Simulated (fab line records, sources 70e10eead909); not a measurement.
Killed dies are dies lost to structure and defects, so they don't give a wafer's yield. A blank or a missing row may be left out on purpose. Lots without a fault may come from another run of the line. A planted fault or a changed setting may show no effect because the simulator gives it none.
Which tool did it? | flow nand_harc | 6 lots, 18 wafers sampled, at 3 steps of a route of 1159

WHAT THE GAUGES READ, wafer by wafer
NHARC_A_BONDPAD_OVL_MEAS_35.
lot  | measured     | on         | overlay_x_nm (nm)
L981 | day 18 01:28 | overlay-01 | -4 -5 -4
L983 | day 18 05:53 | overlay-01 | 17 17 18
L982 | day 18 18:25 | overlay-02 | 6 7 6
L996 | day 22 00:52 | overlay-02 | -3 -3 -3
L992 | day 22 11:26 | overlay-01 | 2 2 2
L999 | day 23 02:21 | overlay-01 | 9 9 9

WHICH TOOL RAN EACH LOT (tool, then ch and the chambers of the sampled wafers, then the start)
lot  | NHARC_A_BONDPAD_DEP_00                   | NHARC_A_BONDPAD_CMP_29
L981 | pecvd-04 ch 0,1,2, day 17 23:57          | cmp-03 ch 0,1,3, day 18 00:22
L983 | pecvd-03 ch 0,1,2, day 18 04:38          | cmp-01 ch 0,3, day 18 05:01
L982 | pecvd-04 ch 0,2, day 18 17:13            | cmp-01 ch 0,1,2, day 18 17:37
L996 | pecvd-03 ch 0,2, day 21 23:59 or earlier | cmp-03 ch 0,1,3, day 21 23:59
L992 | pecvd-03 ch 0,1,2, day 22 10:13          | cmp-04 ch 0,3, day 22 10:32
L999 | pecvd-04 ch 0,2, day 23 01:02            | cmp-04 ch 0,2,3, day 23 01:26
- NHARC_A_BONDPAD_DEP_00: deposits SiCN, target thk 250 nm.
- NHARC_A_BONDPAD_CMP_29: polishes SiCN, target thk 200 nm.

THE ANSWER, worked out from the rows above alone
Rule: what is usual is taken from the lots themselves. Put in order of their means at a reading, lots are off if they are a third of the lots or fewer, leave a main group of 4 or more, and stand apart from it by a gap of 3 or more times the standard deviation of the main group's means; of several such gaps the widest counts. A main group whose means are all the same, to the digits that the tables above print for the reading, isn't used. A lot without any number at a reading at which 4 lots or more have one is off too. The other lots that the step has rows for count as sound.
No lot is off at any reading shown: from this, nothing can be told.

WHAT THE SIMULATOR HAD PUT IN
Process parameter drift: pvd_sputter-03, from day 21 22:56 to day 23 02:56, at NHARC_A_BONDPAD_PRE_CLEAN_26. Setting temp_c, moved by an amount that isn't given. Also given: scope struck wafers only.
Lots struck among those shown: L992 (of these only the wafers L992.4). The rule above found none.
